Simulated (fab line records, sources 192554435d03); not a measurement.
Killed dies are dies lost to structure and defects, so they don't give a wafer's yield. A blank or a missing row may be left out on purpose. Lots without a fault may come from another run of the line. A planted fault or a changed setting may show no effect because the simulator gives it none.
Split-lot experiment | flow n5_finfet | 7 lots, 39 wafers read, on a route of 1938 steps

THE SPLIT
At N5_FIN_SAQP_HM_DEP_03 (deposits SiNx from SiH4/NH3/N2, target thk 38 nm, time 33.6 s), the setting time_s was moved away from the recipe's 33.6 s on 9 of the 39 wafers read, by +20.4% to +47.2%. The other wafers ran this setting at the recipe's value.

FROM THE SPLIT TO THE READING: what the file shows between them, 5 steps
- N5_FIN_SAQP_THK_MEAS_05
- N5_FIN_SAQP_ETCH_65: etches SiO2 in CF4, target depth 4 nm, time 4.4 s (also split here: time_s)
- N5_FIN_SAQP_MANDREL_ETCH_58: etches a-Si in HBr/Cl2, stops on SiNx, target depth 45 nm, bt time 10 s, time 27 s
- N5_FIN_SAQP_RECESS_63: chemistry HF/NH3, target SiO2, target depth 18 nm, afs cycles 3, sublimation time 60 s
- N5_FIN_SAQP_MANDREL2_REMOVE_60: chemistry HBr/Cl2/O2, target a-Si, stops on SiNx, bt time 10 s

THE READING
etch.depth_nm (the simulator's own value, which no gauge read), in nm, at N5_FIN_SAQP_HM_OPEN_33 (chemistry CH3F/O2, target SiNx, target depth 49.4 nm, time 70.6 s). The file gives no usual value for it. The 30 wafers here that ran the recipe average 37.48 nm, standard deviation 0.38 nm.

wafer  | tool, chamber at the split | time_s as run, s | against the recipe | etch.depth_nm, nm | against lot-mates on the recipe
L074.1 | pecvd-02, 2                | 33.6             | recipe             | 36.95             | -
L074.2 | pecvd-02, 1                | 33.6             | recipe             | 37.45             | -
L074.3 | pecvd-02, 2                | 33.6             | recipe             | 37.6              | -
L074.4 | pecvd-02, 1                | 33.6             | recipe             | 37.57             | -
L074.5 | pecvd-02, 2                | 33.6             | recipe             | 38.01             | -
L074.6 | pecvd-02, 1                | 33.6             | recipe             | 37.38             | -
L078.1 | pecvd-02, 1                | 45.02            | +34.0%             | 49.84             | +12.44
L078.2 | pecvd-02, 2                | 33.6             | recipe             | 36.93             | -
L078.3 | pecvd-02, 2                | 33.6             | recipe             | 37.63             | -
L078.4 | pecvd-02, 1                | 45.02            | +34.0%             | 50.58             | +13.18
L078.5 | pecvd-02, 2                | 33.6             | recipe             | 37.63             | -
L078.6 | pecvd-02, 1                | 45.02            | +34.0%             | 50.67             | +13.27
L087.1 | pecvd-01, 1                | 33.6             | recipe             | 36.88             | -
L087.2 | pecvd-01, 2                | 33.6             | recipe             | 37.05             | -
L087.3 | pecvd-01, 0                | 49.47            | +47.2%             | 54.63             | +17.54
L087.4 | pecvd-01, 2                | 49.47            | +47.2%             | 55.15             | +18.06
L087.5 | pecvd-01, 1                | 33.6             | recipe             | 37.35             | -
L087.6 | pecvd-01, 0                | 49.47            | +47.2%             | 54.94             | +17.85
L090.1 | pecvd-02, 0                | 33.6             | recipe             | 37.85             | -
L090.2 | pecvd-02, 2                | 33.6             | recipe             | 37.49             | -
L090.6 | pecvd-02, 0                | 33.6             | recipe             | 37.66             | -
L091.1 | pecvd-02, 2                | 40.45            | +20.4%             | 45.25             | +7.45
L091.2 | pecvd-02, 1                | 33.6             | recipe             | 37.26             | -
L091.3 | pecvd-02, 0                | 40.45            | +20.4%             | 45.15             | +7.35
L091.4 | pecvd-02, 1                | 40.45            | +20.4%             | 45.46             | +7.66
L091.5 | pecvd-02, 0                | 33.6             | recipe             | 38.18             | -
L091.6 | pecvd-02, 2                | 33.6             | recipe             | 37.96             | -
L093.1 | pecvd-02, 0                | 33.6             | recipe             | 37.93             | -
L093.2 | pecvd-02, 1                | 33.6             | recipe             | 37.47             | -
L093.3 | pecvd-02, 1                | 33.6             | recipe             | 37.51             | -
L093.4 | pecvd-02, 0                | 33.6             | recipe             | 37.82             | -
L093.5 | pecvd-02, 1                | 33.6             | recipe             | 37.51             | -
L093.6 | pecvd-02, 0                | 33.6             | recipe             | 38.2              | -
L095.1 | pecvd-01, 2                | 33.6             | recipe             | 37.28             | -
L095.2 | pecvd-01, 1                | 33.6             | recipe             | 36.99             | -
L095.3 | pecvd-01, 0                | 33.6             | recipe             | 36.62             | -
L095.4 | pecvd-01, 2                | 33.6             | recipe             | 37.44             | -
L095.5 | pecvd-01, 0                | 33.6             | recipe             | 37.17             | -
L095.6 | pecvd-01, 1                | 33.6             | recipe             | 37.54             | -

THE FIT
A straight line over all 39 wafers: etch.depth_nm changes by +0.373 nm for each +1% of time_s; r = +1.00; the points scatter about the line by 0.38 nm.
The same after taking each lot's own level away (the mean of its wafers on the recipe; 39 wafers): +0.378 nm for each +1%; r = +1.00; scatter 0.3 nm.
On that fit, the largest move of time_s shifts the reading by 18 nm.
The lots' own levels span 37.093 to 37.800 nm, that is 1.8 times the standard deviation above.
So the lot-to-lot level changes the slope little: the two slopes agree.
Check: with one of the wafers moved furthest among these (+47.2%) left out of the fit, the line predicts +17.9 nm for it against its lot-mates. It came out at +17.5 nm against them.

OTHER SPLITS ON THESE WAFERS
These wafers also went through other splits before the reading. Each is held against what the fit with the lots' levels taken away leaves over:
other split on the same wafers | wafers away from the commonest value | r with etch.depth_nm (lot level and that fit taken away)
N5_FIN_SAQP_ETCH_65 time_s     | 15                                   | -0.05

THE WHOLE CHAIN: every reading that the file lists as answering this split, in the file's order
step                    | what it does                                                      | reading                                                                            | change (the file's fit)               | r (the file's)
N5_FIN_SAQP_HM_DEP_03   | deposits SiNx from SiH4/NH3/N2, target thk 38 nm, time 33.6 s     | SiNx_of_FIN_SAQP_HM_DEP_03.thk_nm (the simulator's own value, which no gauge read) | +0.378 nm for each +1% of the setting | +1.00
N5_FIN_SAQP_THK_MEAS_05 |                                                                   | thk_nm                                                                             | withheld for each +1% of the setting  | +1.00
N5_FIN_SAQP_HM_OPEN_33  | chemistry CH3F/O2, target SiNx, target depth 49.4 nm, time 70.6 s | etch_rf_on_time_s                                                                  | withheld for each +1% of the setting  | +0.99
N5_FIN_SAQP_HM_OPEN_33  | chemistry CH3F/O2, target SiNx, target depth 49.4 nm, time 70.6 s | etch.depth_nm (the simulator's own value, which no gauge read)                     | +0.377 nm for each +1% of the setting | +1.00

THE FILE'S OWN FIT
etch.depth_nm changes by +0.377 nm for each +1% of time_s, r = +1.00.
